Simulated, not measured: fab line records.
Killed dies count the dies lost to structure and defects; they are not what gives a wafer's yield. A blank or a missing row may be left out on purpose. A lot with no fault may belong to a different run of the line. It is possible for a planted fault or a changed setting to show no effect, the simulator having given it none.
Struck lot and sound lot, side by side | flow n5_finfet | 15 out of 1938 route steps
Sound: these wafers, L794.1, L794.4, L794.5. Struck: wafers L796.1, L796.2, L796.5. At the end, the cause is stated.
For every step that has rows: the tool of each side, followed by ch and its chambers, followed by its first start. Under that, the readings that differ: sound wafers | struck wafers | difference of the means | sigmas: that difference in standard deviations of wafers without a fault.
alike: same words and numbers on both sides, and readings whose means sit less than 2 such deviations apart. not compared: any withheld reading, any reading some wafer has no value for, any bound like >300 that may hide the same value, and any number with overlapping values for which the record gives no deviation.
A row with sigmas, a row that says differs or no value, or rows on one side alone: a step with any of these is where the two part. When numbers do not overlap yet have no deviation, they are printed without sigmas and do not part them. A reading missing from all wafers of one side parts the sides only when that side holds two or more wafers.

first, 5 steps without rows for these wafers: N5_BEOL_M10_EBR_24; N5_BEOL_M10_SOFTBAKE_23 (time 60 s); N5_BEOL_M10_EXPOSE_25 (exposes mask V9); N5_BEOL_M10_PEB_26 (peb time 60 s); N5_BEOL_M10_DEVELOP_27 (develop time 30 s).
N5_BEOL_M10_CD_MEAS_28: the cd target is 70 nm.
  sound on cd_sem-01 ch 0, day 11 10:48; struck on cd_sem-03 ch 0, day 12 03:16
  alike: cd_nm
N5_BEOL_M10_OVL_MEAS_29:
  sound on overlay-01 ch 0, day 11 10:50; struck on overlay-02 ch 0, day 12 03:18
  alike: V9_OVL
N5_BEOL_M10_INSPECT_30: inspects for defects (brightfield).
  sound: defect_inspect-01 at day 11 10:51; struck: defect_inspect-01 at day 12 03:19
  alike: raw_defect_count
N5_BEOL_M10_DESCUM_33: chemistry O2, time 7.9 s.
  sound on rie_diel-05 ch 2,3, day 11 11:13; struck on rie_diel-04 ch 0,3, day 12 03:22
  reading                | sound             | struck            | difference | sigmas
  temp_c (C)             | 40.25 40.01 40.14 | 39.90 39.82 39.92 | -0.25      | -3
  throttle_valve_pct (%) | 20.5 21.0 20.5    | 19.9 20.2 19.9    | -0.7       | -2
  alike: drypump_motor_current_A, o2_flow_sccm, oes_product_au, rf_fwd_power_W, rf_vpp_V, showerhead_plenum_p_Torr
  not compared: rf_hours_counter_h
N5_BEOL_M10_ETCH_65: etches SiARC in CF4, target depth 39 nm, time 65 s.
  sound on rie_diel-05 ch 2,3, day 11 11:16; struck on rie_diel-04 ch 0,3, day 12 03:23
  reading                | sound             | struck            | difference | sigmas
  oes_product_au (a.u.)  | 0.59 0.65 0.59    | 0.76 0.72 0.75    | +0.13      | +2
  throttle_valve_pct (%) | 15.80 16.01 15.79 | 15.06 15.32 15.06 | -0.72      | -3
  alike: drypump_motor_current_A, etch_rf_on_time_s, rf_fwd_power_W, rf_vpp_V, showerhead_plenum_p_Torr
  not compared: rf_hours_counter_h
N5_BEOL_M10_ETCH_66: etches SOC in N2/H2, target depth 120 nm, overetch 24 nm, time 180 s.
  sound on rie_diel-05 ch 2,3, day 11 11:19; struck on rie_diel-04 ch 0,3, day 12 03:26
  alike: drypump_motor_current_A, n2_flow_sccm, oes_product_au, rf_fwd_power_W, rf_vpp_V, showerhead_plenum_p_Torr, temp_c, throttle_valve_pct
  not compared: rf_hours_counter_h
then, 1 step without rows for these wafers: N5_BEOL_M10_STRIP_69 (strips in N2/H2).
N5_BEOL_M10_VIA_ETCH_34: etches SiCOH lowk in C4F6/O2, target depth 184.5 nm, time 69.2 s.
  sound on rie_diel-05 ch 2,3, day 11 11:26; struck on rie_diel-04 ch 0,3, day 12 03:34
  reading                                   | sound             | struck            | difference | sigmas
  oes_f_703_au (a.u.)                       | 0.71 0.79 0.72    | 1.19 1.06 1.18    | +0.40      | +5
  oes_o_777_au (a.u.)                       | 0.71 0.80 0.71    | 1.16 1.02 1.16    | +0.37      | +5
  oes_product_au (a.u.)                     | 0.68 0.76 0.69    | 0.92 0.91 0.93    | +0.21      | +3
  rf_fwd_power_W (W)                        | 343.6 341.3 344.1 | 426.4 423.2 425.5 | +82.0      | +68
  rf_vpp_V (V)                              | 651 653 653       | 587 613 587       | -57        | -2
  model.etch.depth_nm (nm)                  | 185.8 183.3 186.9 | 209.3 200.5 208.4 | +20.7      |
  model.SOC_of_BEOL_M10_COAT_63.thk_nm (nm) | 91.8 91.8 92      | 90.8 91.6 90.8    | -0.8       |
  alike: drypump_motor_current_A, showerhead_plenum_p_Torr, throttle_valve_pct
  not compared: rf_hours_counter_h
then, 1 step without rows for these wafers: N5_BEOL_M10_STRIP_73 (strips in C4F6/O2).
N5_PASSIVATION_PROBE_49:
  rows exist in the record for the sound wafers here (prober-02, day 13 20:27), none for the struck ones

## WHERE THEY PART
Earliest at N5_BEOL_M10_DESCUM_33; latest, in this record, at N5_PASSIVATION_PROBE_49.

WHY: what had been put in by the simulator
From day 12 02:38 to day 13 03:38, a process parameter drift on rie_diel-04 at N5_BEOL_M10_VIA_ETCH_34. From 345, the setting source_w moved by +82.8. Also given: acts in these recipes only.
